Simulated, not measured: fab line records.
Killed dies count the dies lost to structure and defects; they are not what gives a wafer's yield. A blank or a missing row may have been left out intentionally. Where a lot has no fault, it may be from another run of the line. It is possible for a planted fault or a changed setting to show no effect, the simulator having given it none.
Chamber matching -- flow nand harc -- NHARC_A_ZERO_WELL_DESCUM_12 on rie diel-01 has 4 sister chambers
The step chemistry O2, time 3 s. 4 wafers are shown with their chamber, then 7 later ones without.

## WAFERS, EACH WITH ITS CHAMBER
wafer,chamber,drypump motor current A (A)
L542.6,0,6.4
L547.5,1,6.3
L550.3,3,6.4
L550.5,2,4.9

## WAFERS MISSING THEIR CHAMBER
wafer,drypump motor current A (A)
L550.6,6.3
L559.1,6.3
L559.5,6.3
L559.6,6.4
L560.1,4.8
L560.2,6.3
L560.3,6.4

## CHAMBER TAKEN BY EACH
wafer,from the rows above,in truth
L550.6,1,1
L559.1,1,1
L559.5,1,1
L559.6,can't be placed: 0 or 3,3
L560.1,2,2
L560.2,1,1
L560.3,can't be placed: 0 or 3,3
Correct placement for 5 of the 7. Unplaceable from these rows: 2, with the true chamber sitting among the candidates in 2. Placed wrongly: 0.
How it was worked out, from the rows above alone: a wafer's distance from a chamber is the root of the sum, over the readings, of the square of ((its reading less the chamber's mean) divided by the reading's scatter). If the next closest chamber is less than 2 further off than the closest, the wafer can't be placed; otherwise it belongs to the closest. A chamber's mean is the mean of its shown wafers. The scatter: root of mean squared gap, hidden wafer to nearest shown wafer, with one shown wafer a chamber.
